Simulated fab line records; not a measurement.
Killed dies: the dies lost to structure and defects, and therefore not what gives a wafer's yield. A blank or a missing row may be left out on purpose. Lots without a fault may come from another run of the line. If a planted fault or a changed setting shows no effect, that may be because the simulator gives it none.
The tool behind it: which one? -- flow nand harc -- 14 lots with 42 wafers sampled at 5 steps, on a route of 1159 steps

WHAT EACH GAUGE READ, for each wafer
NHARC_THIN_TSV_CD_MEAS_16. Usual: cd nm at 999.4 nm, with a standard deviation of 1.8.
lot,measured,on,cd nm (nm),flag
L345,day 19 17:59,cd sem-01,1000.7 1000.0 999.1,
L346,day 19 16:27,cd sem-03,997.5 997.8 996.8,
L347,day 19 18:59,cd sem-03,996.6 998.6 998.9,
L350,day 19 20:11,cd sem-02,997.7 997.4 996.6,
L348,day 19 21:24,cd sem-02,1001.3 1001.5 1005.4,
L351,day 20 04:44,cd sem-03,998.1 1000.2 999.5,
L349,day 20 06:07,cd sem-02,1002.0 1000.6 1000.2,
L353,day 20 23:46,cd sem-02,1001.1 1000.1 1002.4,
L354,day 21 10:49,cd sem-02,1000.1 1002.4 1002.1,
L361,day 22 17:43,cd sem-01,1001.3 998.3 998.9,
L363,day 23 15:38,cd sem-03,998.2 999.6 998.1,
L362,day 23 16:46,cd sem-02,996.5 998.2 996.7,
L365,day 23 18:08,cd sem-03,998.7 1001.2 999.8,
L368,day 24 17:58,cd sem-03,998.8 998.2 1000.0,

NHARC_THIN_TSV_CD_MEAS_37. Usual: cd nm at 5000.9 nm, with a standard deviation of 2.4.
lot,measured,on,cd nm (nm),flag
L345,day 20 00:29,cd sem-02,5001.2 5000.6 4998.2,
L346,day 19 23:38,cd sem-02,4999.2 5001.2 5000.5,
L347,day 20 01:49,cd sem-03,4998.4 4998.3 4998.0,
L350,day 20 02:52,cd sem-03,4995.0 4996.2 4997.1,
L348,day 20 04:48,cd sem-01,5002.6 5003.9 5007.8,
L351,day 20 12:23,cd sem-02,5000.4 5002.1 5001.1,
L349,day 20 13:07,cd sem-03,5003.2 5003.8 5002.6,
L353,day 21 06:14,cd sem-02,5000.2 5003.0 5006.6,
L354,day 21 17:12,cd sem-02,5004.4 5004.8 5005.4,
L361,day 23 00:20,cd sem-03,5001.7 4999.5 4999.6,
L363,day 23 23:06,cd sem-03,4999.0 5000.0 4999.0,
L362,day 23 23:44,cd sem-02,4999.6 5000.7 4998.1,
L365,day 24 00:41,cd sem-02,4997.8 5001.1 5001.0,
L368,day 25 00:37,cd sem-01,5004.5 5001.5 5001.8,

NHARC_END_SORT_01. Usual: killed at array 29, standard deviation 10; killed at other 0.7, standard deviation 1.1; killed at periphery 3.2, standard deviation 2.2; killed dies 33, standard deviation 11; killed open 3.5, standard deviation 1.8; killed short 2.0, standard deviation 1.4.
lot,measured,on,killed at array,killed at other,killed at periphery,killed dies,killed open,killed short,flag
L353,day 21 19:02,prober-02,63 70 84,1 2 2,5 8 5,69 80 91,5 6 2,0 3 0,OFF
L354,day 22 09:40,prober-01,62 71 79,0 0 1,6 5 5,68 76 85,2 1 4,2 0 3,OFF

TOOL THAT RAN EACH LOT (tool first, then ch and the chambers of the sampled wafers, then the start)
lot,NHARC_A_BLC_ALD_23,NHARC_THIN_TSV_STRIP_62
L345,"ald metal-03 ch 0,1,3, day 17 16:45","plasma asher-02 ch 0,1, day 19 19:46"
L346,"ald metal-01 ch 0,2,3, day 17 18:50","plasma asher-01 ch 0,1, day 19 18:12"
L347,"ald metal-01 ch 2,3, day 18 04:20","plasma asher-02 ch 0,1, day 19 20:44"
L350,"ald metal-03 ch 0,1,3, day 18 04:33","plasma asher-02 ch 0,1, day 19 22:07"
L348,"ald metal-03 ch 1,2,3, day 18 14:41","plasma asher-02 ch 0,1, day 19 23:10"
L351,"ald metal-01 ch 0,1,3, day 18 18:39","plasma asher-01 ch 0,1, day 20 07:36"
L349,"ald metal-03 ch 0,2,3, day 18 19:31","plasma asher-01 ch 0,1, day 20 08:05"
L353,"ald metal-03 ch 1,2,3, day 19 18:50","plasma asher-01 ch 1, day 21 01:23"
L354,"ald metal-03 ch 0,1, day 20 06:34","plasma asher-02 ch 0,1, day 21 12:27"
L361,"ald metal-01 ch 0,3, day 21 16:20","plasma asher-01 ch 0,1, day 22 19:34"
L363,"ald metal-01 ch 1,2,3, day 22 03:14","plasma asher-02 ch 0,1, day 23 18:12"
L362,"ald metal-01 ch 0,1,3, day 22 05:51","plasma asher-01 ch 0,1, day 23 18:35"
L365,"ald metal-02 ch 1,2, day 22 12:28","plasma asher-01 ch 0,1, day 23 19:56"
L368,"ald metal-01 ch 0,2,3, day 23 09:28","plasma asher-01 ch 0,1, day 24 19:54"
- NHARC_A_BLC_ALD_23: deposits TiN, target thk 3 nm, pulse time 1 s, ald cycles 150.
- NHARC_THIN_TSV_STRIP_62: strips in N2/H2, time 20 s.

AS READ BY THE TOOLS THEMSELVES (means over the sampled wafers that have a number; for cases with no such wafer, the mark the record gives instead)
NHARC_A_BLC_ALD_23. Usual: heater power w 1069 W, standard deviation 88; precursor pulse height rel 0.999, standard deviation 0.019.
lot,tool,heater power w (W),precursor pulse height rel,flag
L345,ald metal-03,1008,1.015,
L346,ald metal-01,1141,0.982,
L347,ald metal-01,1199,0.985,
L350,ald metal-03,1010,1.002,
L348,ald metal-03,1080,1.007,
L351,ald metal-01,1040,1.002,
L349,ald metal-03,1092,0.999,
L353,ald metal-03,1069,0.997,
L354,ald metal-03,988,1.002,
L361,ald metal-01,1070,0.997,
L363,ald metal-01,1064,0.997,
L362,ald metal-01,1013,1.002,
L365,ald metal-02,1054,1.003,
L368,ald metal-01,1092,1.016,

NHARC_THIN_TSV_STRIP_62. Usual: drypump motor current A 5.7 A, standard deviation 0.45; heater power w 327 W, standard deviation 16; rf refl power W 24 W, standard deviation 6.7.
lot,tool,drypump motor current A (A),heater power w (W),rf refl power W (W),flag
L345,plasma asher-02,5.7,324,29,
L346,plasma asher-01,5.7,316,23,
L347,plasma asher-02,6.0,335,25,
L350,plasma asher-02,5.7,326,28,
L348,plasma asher-02,6.0,337,-,OFF
L351,plasma asher-01,5.4,323,19,
L349,plasma asher-01,5.7,325,23,
L353,plasma asher-01,5.2,332,-,OFF
L354,plasma asher-02,6.0,338,25,
L361,plasma asher-01,5.7,318,-,OFF
L363,plasma asher-02,6.0,347,25,
L362,plasma asher-01,5.4,323,18,
L365,plasma asher-01,5.4,323,19,
L368,plasma asher-01,5.7,319,-,OFF

THE ANSWER, worked out from the rows above alone
Rule: lot off if the mean of its wafers having a number is beyond 3 standard deviations from the usual mean. Also off: a lot with no number at a reading for which 4 or more lots have one. The other lots that the step has rows for count as sound. First the gauges in route order, then the tools' own readings, where a lot's mean is used as printed above. The first step at which some lot is off is used, and at that step the reading that is off furthest; a lot without a number counts as furthest.
Off: L353, L354 (NHARC_END_SORT_01, killed at array). Neither off nor sound, because the step has no rows for them: L345, L346, L347, L350, L348, L351, L349, L361, L363, L362, L365, L368.
If a tool, at a process step before that reading, ran all the lots that are off and no sound lot after the first of them, it fits. The gauges at NHARC_END_SORT_01 are tried like those tools. One fits: ald metal-03 at NHARC_A_BLC_ALD_23. It ran no sound lot before its first lot that is off in this sample, so the start can't be narrowed down.

WHAT THE SIMULATOR HAD INSERTED
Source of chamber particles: ald metal-03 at NHARC_A_BLC_ALD_23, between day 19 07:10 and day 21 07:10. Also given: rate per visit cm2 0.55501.
Shown lots that were struck: L353, L354. The rule given above showed the same thing.
